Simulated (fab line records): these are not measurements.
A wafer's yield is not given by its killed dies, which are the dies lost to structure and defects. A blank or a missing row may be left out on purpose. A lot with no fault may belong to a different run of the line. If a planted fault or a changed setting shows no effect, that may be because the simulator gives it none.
Chamber matching -- flow n5_finfet -- uv_cure-03 running N5_BEOL_M6_CURE_74: 3 sister chambers
The step cures SiCOH lowk, time 240 s. 14 wafers are shown with their chamber, then 7 later ones without.

== WAFERS PAIRED WITH THEIR CHAMBERS ==
wafer,chamber,wafer_temp_C_max,lamp_power_pct (%)
L076.1,2,386.6,52.39
L076.4,2,386.0,52.30
L076.6,2,386.0,52.31
L082.1,2,387.1,52.29
L082.2,2,387.1,52.25
L082.5,2,386.7,52.29
L084.1,0,386.3,52.27
L084.2,0,386.0,52.26
L084.3,0,386.4,52.27
L087.1,0,385.9,52.33
L087.5,0,386.3,52.36
L087.6,0,386.3,52.30
L090.1,1,387.9,52.33
L090.3,1,387.8,52.36

SIGNATURES (means of the wafers above)
reading,chamber 0,chamber 1,chamber 2,scatter within a chamber
wafer_temp_C_max,386.200,387.850,386.583,0.361
lamp_power_pct,52.2983,52.3450,52.3050,0.0417
Rule: for a wafer and a chamber, the distance is found by dividing, reading by reading, the gap between the wafer's reading and the chamber's mean by the reading's scatter, squaring, summing and taking the root. The wafer belongs to the nearest chamber; if the next one is less than 2 further off, it can't be placed. The scatter: take each reading less its chamber's mean, square it, sum over the shown wafers, divide by the number of wafers less the number of chambers, and take the root.

== WAFERS WITHOUT THEIR CHAMBER ==
wafer,wafer_temp_C_max,lamp_power_pct (%)
L090.4,387.4,52.25
L094.3,385.7,52.38
L094.4,385.9,52.30
L094.5,385.9,52.24
L096.1,387.7,52.21
L096.2,386.8,52.31
L096.5,386.5,52.22

== CHAMBER TAKEN BY EACH ==
wafer,from the rows above,in truth
L090.4,can't be placed: 1 or 2 or 0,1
L094.3,can't be placed: 0 or 2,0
L094.4,can't be placed: 0 or 2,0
L094.5,can't be placed: 0 or 2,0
L096.1,can't be placed: 1 or 2 or 0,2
L096.2,can't be placed: 2 or 0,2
L096.5,can't be placed: 2 or 0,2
Placed correctly: 0 of 7. Can't be placed from these rows: 7 (the true chamber is among the candidates in 7). Number placed wrongly: 0.
